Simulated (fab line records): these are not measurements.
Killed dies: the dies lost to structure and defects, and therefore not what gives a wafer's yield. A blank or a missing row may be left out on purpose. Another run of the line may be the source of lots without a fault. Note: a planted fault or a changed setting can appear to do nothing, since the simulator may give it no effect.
fab line records | flow n5_finfet
[record] lots = 7 wafers = 39
route steps=1938 shown BEOL_M9@1446
start_h: hours from the record's opening day to when the first of the lot's shown wafers began | wait_h: hours from the lot's prior step to this one | " as in the row above | L1.1+2: several wafers, shown together as one row | - no value, or no start given | * or withheld: withheld | < > ~ a bound
route shown NAME@n: names a module that has steps shown in the file, with the first one's number in the route | usual: mean/standard deviation of fault-free wafers | same: alike in all rows | chamber/n: place in a boat | sites: per-site readings | _std_site: the values' standard deviation | _edge_site: inner sites' mean taken away from outer sites' mean | radius_mm: how far each site lies from the wafer's centre | mask NAME#n: copy n | behind: the tool/chamber that last shaped the wafer | hold: why the lot was held/for how many hours/how that ended | device: whichever transistor did not switch (one of n, p or np) | end of line: the same wafers' tests at the end of the route | where a step has no rows: the recipe by itself | killed: count of dies lost to structure and defects at first sort (not the wafer's yield) | map: the dies of a wafer, with x for killed, . for not killed, _ for no die there
set.NAME: the run value of the setting; set.NAME@STEP: its run value at that earlier step | model.NAME: the simulator's own value behind a step, which no gauge read
lots whose settings were changed on purpose; a table a step, a row a wafer
[[steps]]
[step N5_BEOL_M9_TRENCH_ETCH_37]
[recipe] chemistry = C4F6/O2 target_depth_a = 1514.3 target = SiCOH_lowk time_s = 49 ion_energy_ev = 250 pressure_mtorr = 30 source_w = 345 bias_w = 185 Ar_flow_sccm = 300 C4F6_flow_sccm = 10 O2_flow_sccm = 10
// columns lot.wafer tool chamber start_h wait_h set.target_depth_a model.BEOL_M9.feature_depth_nm model.etch.depth_nm model.TiN_of_BEOL_M9_HM_DEP_02.thk_nm
L078.1 rie_diel-01 1 - - 1514.3 149.6 149.6 15.8
L078.2 " 0 " " 1514.3 152.4 152.4 16
L078.3 " 2 " " 1514.3 146.6 146.6 16.4
L078.4 " 3 " " 1514.3 154.2 154.2 15.6
L078.5 " 1 " " 1514.3 147.8 147.8 16
L078.6 " 2 " " 1514.3 146.4 146.4 16
L080.1 rie_diel-04 3 - - 1514.3 150.2 150.2 16
L080.2 " 0 " " 2089 205.2 205.1 14.6
L080.3 " 2 " " 1514.3 153.8 153.7 16
L080.4 " 1 " " 2089 206 205.9 15
L080.5 " 2 " " 1514.3 153.6 153.7 16.2
L080.6 " 1 " " 2089 206 206 14.6
L079.1 rie_diel-04 0 - - 1514.3 150.4 150.4 15.8
L079.2 " 2 " " 1514.3 154 154 16.2
L079.3 " 1 " " 1514.3 149.2 149.3 16.2
L079.4 " 3 " " 1514.3 151.6 151.6 15.8
L079.5 " 1 " " 1514.3 148 147.9 16
L079.6 " 0 " " 1514.3 149.2 149.3 15.8
L089.3 rie_diel-01 3 - - 1514.3 155 154.9 16.4
L089.4 " 0 " " 1514.3 152.8 152.7 16
L089.5 " 3 " " 1514.3 156.2 156.2 16.2
L088.1 rie_diel-01 2 - - 1514.3 147.2 147.2 15.6
L088.2 " 3 " " 1514.3 156.4 156.4 15.6
L088.3 " 0 " " 1514.3 152.6 152.6 15.6
L088.4 " 1 " " 1514.3 151.6 151.5 15.4
L088.5 " 2 " " 1514.3 147 146.9 15.8
L088.6 " 1 " " 1514.3 151.4 151.5 16
L090.1 rie_diel-04 3 - - 950.5 95.2 95.12 17.4
L090.2 " 0 " " 1514.3 155.8 155.8 15.4
L090.3 " 2 " " 1514.3 152.2 152.2 16
L090.4 " 1 " " 950.5 92.6 92.69 17.4
L090.5 " 3 " " 1514.3 151.6 151.5 15.6
L090.6 " 0 " " 950.5 98.2 98.11 17.2
L095.1 rie_diel-04 2 - - 1514.3 151.8 151.9 15.8
L095.2 " 3 " " 691.8 69 69.05 18.6
L095.3 " 0 " " 1514.3 155.8 155.9 15.8
L095.4 " 3 " " 691.8 69.4 69.3 18.2
L095.5 " 0 " " 691.8 71 71.06 18.2
L095.6 " 2 " " 1514.3 152.4 152.4 16
[step N5_BEOL_M9_ETCH_41]
[recipe] chemistry = CH3F/O2 target = SiCN target_depth_a = 366 taper_deg = 2 time_s = 70.1 ion_energy_ev = 120 mask_material = TiN pressure_mtorr = 30 source_w = 395 bias_w = 75 Ar_flow_sccm = 150 CH3F_flow_sccm = 30 O2_flow_sccm = 20
[step N5_BEOL_M9_STRIP_80]
[recipe] chemistry = N2/H2 time_s = 10 power_w = 450 temp_c = 40 pressure_mtorr = 20 rf_frequency_hz = 6e+07 bias_power_w = 7 n2_flow_sccm = 200 h2_flow_sccm = 200
[step N5_BEOL_M9_OCD_MEAS_38]
[usual] trench_depth_nm = 151/3.1
// columns lot.wafer tool chamber start_h wait_h set.target_depth_a@BEOL_M9_TRENCH_ETCH_37 trench_depth_nm
L078.1 ocd-02 - 266.95 - 1514.3 149
L078.2 " - " " 1514.3 153
L078.3 " - " " 1514.3 147
L078.4 " - " " 1514.3 154
L078.5 " - " " 1514.3 147
L078.6 " - " " 1514.3 146
L080.1 ocd-02 - 280.24 - 1514.3 150
L080.2 " - " " 2089 205
L080.3 " - " " 1514.3 154
L080.4 " - " " 2089 206
L080.5 " - " " 1514.3 153
L080.6 " - " " 2089 206
L079.1 ocd-02 - 283.26 - 1514.3 150
L079.2 " - " " 1514.3 154
L079.3 " - " " 1514.3 149
L079.4 " - " " 1514.3 152
L079.5 " - " " 1514.3 148
L079.6 " - " " 1514.3 149
L089.3 ocd-02 - 326.68 - 1514.3 155
L089.4 " - " " 1514.3 152
L089.5 " - " " 1514.3 156
L088.1 ocd-01 - 333.45 - 1514.3 147
L088.2 " - " " 1514.3 157
L088.3 " - " " 1514.3 153
L088.4 " - " " 1514.3 151
L088.5 " - " " 1514.3 147
L088.6 " - " " 1514.3 152
L090.1 ocd-01 - 348.77 - 950.5 95
L090.2 " - " " 1514.3 155
L090.3 " - " " 1514.3 152
L090.4 " - " " 950.5 92
L090.5 " - " " 1514.3 152
L090.6 " - " " 950.5 98
L095.1 ocd-02 - 365.16 - 1514.3 151
L095.2 " - " " 691.8 69
L095.3 " - " " 1514.3 156
L095.4 " - " " 691.8 69
L095.5 " - " " 691.8 71
L095.6 " - " " 1514.3 152
[step N5_BEOL_M9_HM_STRIP_39]
[recipe] chemistry = peroxide_tin_strip material = TiN target_depth_a = 250 temp_c = 50 time_s = 158
[step N5_BEOL_M9_SRD_40]
[recipe] time_s = 30 temp_c = 23 rinse_liquid = diw dry = ipa_marangoni
[step N5_BEOL_M9_ECD_50]
[recipe] material = Cu target_thk_a = 3180
[step N5_BEOL_M9_ANNEAL_51]
[recipe] temp_c = 225 time_s = 90 ambient = N2
[step N5_BEOL_M9_CMP_52]
[recipe] stop_on = SiCOH_lowk t_overpolish_s = 7 down_force_psi = 1 platen_rpm = 50 clearing_platen_down_force_psi = 1.5 clearing_platen_rpm = 50 post_cmp_clean = cu_alkaline target_thk_nm = 140 clearing_platen_pad_velocity_m_s = 0.99484 pad_velocity_m_s = 0.99484
// columns lot.wafer tool chamber start_h wait_h set.target_depth_a@BEOL_M9_TRENCH_ETCH_37 model.Cu_of_BEOL_M9_ECD_50.thk_nm
L078.3 cmp-02 3 269.11 0.2 1514.3 136
L078.2 " 0 " " 1514.3 140.8
L078.4 " 1 " " 1514.3 142.6
L078.1 " 2 " " 1514.3 140
L078.6 " 3 " " 1514.3 134.8
L078.5 " 0 " " 1514.3 137
L080.3 cmp-04 1 282.26 0.2 1514.3 142.4
L080.2 " 2 " " 2089 193.2
L080.1 " 3 " " 1514.3 138.2
L080.4 " 0 " " 2089 194.8
L080.5 " 1 " " 1514.3 140
L080.6 " 2 " " 2089 195
L079.3+6 cmp-02 0 285.28 0.2 1514.3 137.2
L079.4 " 1 " " 1514.3 139.2
L079.2 " 2 " " 1514.3 143.8
L079.1 " 3 " " 1514.3 138.2
L079.5 " 1 " " 1514.3 137
L089.4 cmp-04 2 330.57 0.1 1514.3 140.8
L089.3 " 0 " " 1514.3 142.8
L089.5 " 3 " " 1514.3 145.6
L088.4 cmp-04 0 335.52 0.1 1514.3 140.6
L088.1 " 1 " " 1514.3 136.4
L088.3 " 2 " " 1514.3 140.2
L088.2 " 3 " " 1514.3 145.6
L088.5 " 0 " " 1514.3 136.2
L088.6 " 1 " " 1514.3 140
L090.4 cmp-04 3 350.60 0.2 950.5 80.4
L090.1 " 0 " " 950.5 84
L090.2 " 1 " " 1514.3 144.2
L090.3 " 2 " " 1514.3 139.4
L090.6 " 3 " " 950.5 86.6
L090.5 " 0 " " 1514.3 141.4
L095.4 cmp-02 2 368.07 0.1 691.8 56
L095.1 " 3 " " 1514.3 139
L095.2 " 0 " " 691.8 57.8
L095.3 " 1 " " 1514.3 142.4
L095.5 " 2 " " 691.8 59.2
L095.6 " 3 " " 1514.3 139.4
[step N5_BEOL_M9_THK_MEAS_53]
[recipe] thk_meas_gauge = xrf reads = Cu_of_BEOL_M9_ECD_50
[usual] M9_THK = 138/3.3
// columns lot.wafer tool chamber start_h wait_h set.target_depth_a@BEOL_M9_TRENCH_ETCH_37 M9_THK[nm]
L078.1 film_metro-01 - 269.41 - 1514.3 138
L078.2 " - " " 1514.3 138
L078.3 " - " " 1514.3 134
L078.4 " - " " 1514.3 140
L078.5 " - " " 1514.3 134
L078.6 " - " " 1514.3 132
L080.1 film_metro-02 - 282.55 - 1514.3 136
L080.2 " - " " 2089 191
L080.3 " - " " 1514.3 142
L080.4 " - " " 2089 192
L080.5 " - " " 1514.3 138
L080.6 " - " " 2089 193
L079.1 film_metro-01 - 285.57 - 1514.3 135
L079.2 " - " " 1514.3 141
L079.3 " - " " 1514.3 135
L079.4 " - " " 1514.3 137
L079.5 " - " " 1514.3 135
L079.6 " - " " 1514.3 135
L089.3 film_metro-01 - 330.87 - 1514.3 141
L089.4 " - " " 1514.3 140
L089.5 " - " " 1514.3 144
L088.1 film_metro-01 - 335.82 - 1514.3 135
L088.2 " - " " 1514.3 146
L088.3 " - " " 1514.3 139
L088.4 " - " " 1514.3 139
L088.5 " - " " 1514.3 135
L088.6 " - " " 1514.3 139
L090.1 film_metro-02 - 350.89 - 950.5 84
L090.2 " - " " 1514.3 144
L090.3 " - " " 1514.3 139
L090.4 " - " " 950.5 80
L090.5 " - " " 1514.3 141
L090.6 " - " " 950.5 86
L095.1 film_metro-02 - 368.36 - 1514.3 137
L095.2 " - " " 691.8 57
L095.3 " - " " 1514.3 140
L095.4 " - " " 691.8 55
L095.5 " - " " 691.8 58
L095.6 " - " " 1514.3 137
[step N5_BEOL_M9_PRE_CLEAN_55]
[recipe] gas = NH3 time_s = 15 temp_c = withheld rf_power_w = 300
[step N5_BEOL_M9_DEP_56]
[recipe] material = SiCN target_thk_a = 150 temp_c = withheld precursor = 3MS/NH3 pressure_torr = 3 rf_w = 202 time_s = 26.5
[step N5_BEOL_M9_RS_MEAS_57]
[recipe] thk_meas_gauge = four-point-probe reads = Cu_of_BEOL_M9_ECD_50+Co_of_BEOL_M9_CVD_78+TaN_of_BEOL_M9_ALD_74
[usual] M9_RS = 0.152/0.0038
// columns lot.wafer tool chamber start_h wait_h set.target_depth_a@BEOL_M9_TRENCH_ETCH_37 M9_RS[ohm/sq]
L078.1 film_metro-01 - 269.54 0.1 1514.3 0.151
L078.2 " - " " 1514.3 0.150
L078.3 " - " " 1514.3 0.156
L078.4 " - " " 1514.3 0.148
L078.5 " - " " 1514.3 0.155
L078.6 " - " " 1514.3 0.158
L080.1 film_metro-01 - 282.69 0.1 1514.3 0.153
L080.2 " - " " 2089 0.106
L080.3 " - " " 1514.3 0.148
L080.4 " - " " 2089 0.105
L080.5 " - " " 1514.3 0.151
L080.6 " - " " 2089 0.106
L079.1 film_metro-01 - 285.71 0.1 1514.3 0.153
L079.2 " - " " 1514.3 0.147
L079.3 " - " " 1514.3 0.154
L079.4 " - " " 1514.3 0.152
L079.5 " - " " 1514.3 0.155
L079.6 " - " " 1514.3 0.154
L089.3 film_metro-01 - 331.00 0.1 1514.3 0.148
L089.4 " - " " 1514.3 0.150
L089.5 " - " " 1514.3 0.145
L088.1 film_metro-01 - 335.95 0.1 1514.3 0.156
L088.2 " - " " 1514.3 0.144
L088.3 " - " " 1514.3 0.151
L088.4 " - " " 1514.3 0.151
L088.5 " - " " 1514.3 0.156
L088.6 " - " " 1514.3 0.151
L090.1 film_metro-02 - 351.03 0.1 950.5 0.269
L090.2 " - " " 1514.3 0.146
L090.3 " - " " 1514.3 0.152
L090.4 " - " " 950.5 0.283
L090.5 " - " " 1514.3 0.150
L090.6 " - " " 950.5 0.260
L095.1 film_metro-02 - 368.50 0.1 1514.3 0.152
L095.2 " - " " 691.8 0.421
L095.3 " - " " 1514.3 0.148
L095.4 " - " " 691.8 0.439
L095.5 " - " " 691.8 0.410
L095.6 " - " " 1514.3 0.151
[[key]]
[split] step = N5_BEOL_M9_TRENCH_ETCH_37 setting = target_depth_a stated = 1514.3 by = wafer
[response] step = N5_BEOL_M9_TRENCH_ETCH_37 reading = model.BEOL_M9.feature_depth_nm change = +1.51 per = 1% r = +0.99
[response] step = N5_BEOL_M9_TRENCH_ETCH_37 reading = model.etch.depth_nm change = +1.51 per = 1% r = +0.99
[response] step = N5_BEOL_M9_TRENCH_ETCH_37 reading = model.TiN_of_BEOL_M9_HM_DEP_02.thk_nm change = -0.0427 per = 1% r = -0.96
[response] step = N5_BEOL_M9_OCD_MEAS_38 reading = trench_depth_nm change = +1.51 per = 1% r = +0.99
[response] step = N5_BEOL_M9_CMP_52 reading = model.Cu_of_BEOL_M9_ECD_50.thk_nm change = +1.51 per = 1% r = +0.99
[response] step = N5_BEOL_M9_THK_MEAS_53 reading = M9_THK change = +1.49 per = 1% r = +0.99
[response] step = N5_BEOL_M9_RS_MEAS_57 reading = M9_RS change = -0.00364 per = 1% r = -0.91
